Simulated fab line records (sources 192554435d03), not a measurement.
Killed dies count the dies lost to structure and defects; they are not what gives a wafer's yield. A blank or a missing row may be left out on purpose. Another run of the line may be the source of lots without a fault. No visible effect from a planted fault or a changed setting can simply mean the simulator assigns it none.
Matching of chambers ; flow n5 finfet ; 4 sister chambers for N5_GATE_CUT_CMP_61 on cmp-03
The step polishes, stops on SiNx, t overpolish 3 s. 4 wafers are shown with their chamber, then 9 later ones without.

## WAFERS, EACH WITH ITS CHAMBER
wafer;chamber;motor current A (A)
L083.2;1;14.0
L085.1;3;11.0
L085.2;0;10.5
L085.6;2;12.1

## WAFERS WITHOUT THEIR CHAMBER
wafer;motor current A (A)
L092.1;14.5
L092.4;13.1
L092.5;11.2
L091.1;10.4
L091.3;13.4
L091.4;12.0
L095.1;12.7
L095.3;13.9
L095.4;11.1

## WHICH CHAMBER EACH WENT THROUGH
wafer;from the rows above;in truth
L092.1;1;1
L092.4;can't be placed: 1 or 2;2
L092.5;can't be placed: 3 or 0 or 2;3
L091.1;can't be placed: 0 or 3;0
L091.3;can't be placed: 1 or 2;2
L091.4;can't be placed: 2 or 3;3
L095.1;can't be placed: 2 or 1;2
L095.3;1;1
L095.4;can't be placed: 3 or 0 or 2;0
2 of 9 placed correctly. Unplaceable from these rows: 7, with the true chamber sitting among the candidates in 7. Placed wrongly: 0.
How it was worked out, from the rows above alone: a wafer's distance from a chamber is the root of the sum, over the readings, of the square of ((its reading less the chamber's mean) divided by the reading's scatter). If the next closest chamber is less than 2 further off than the closest, the wafer can't be placed; otherwise it belongs to the closest. Each chamber's mean is taken over the wafers shown for it. The scatter (one wafer shown for each chamber): square how far every hidden wafer sits from the nearest shown wafer, average those squares and take the square root.
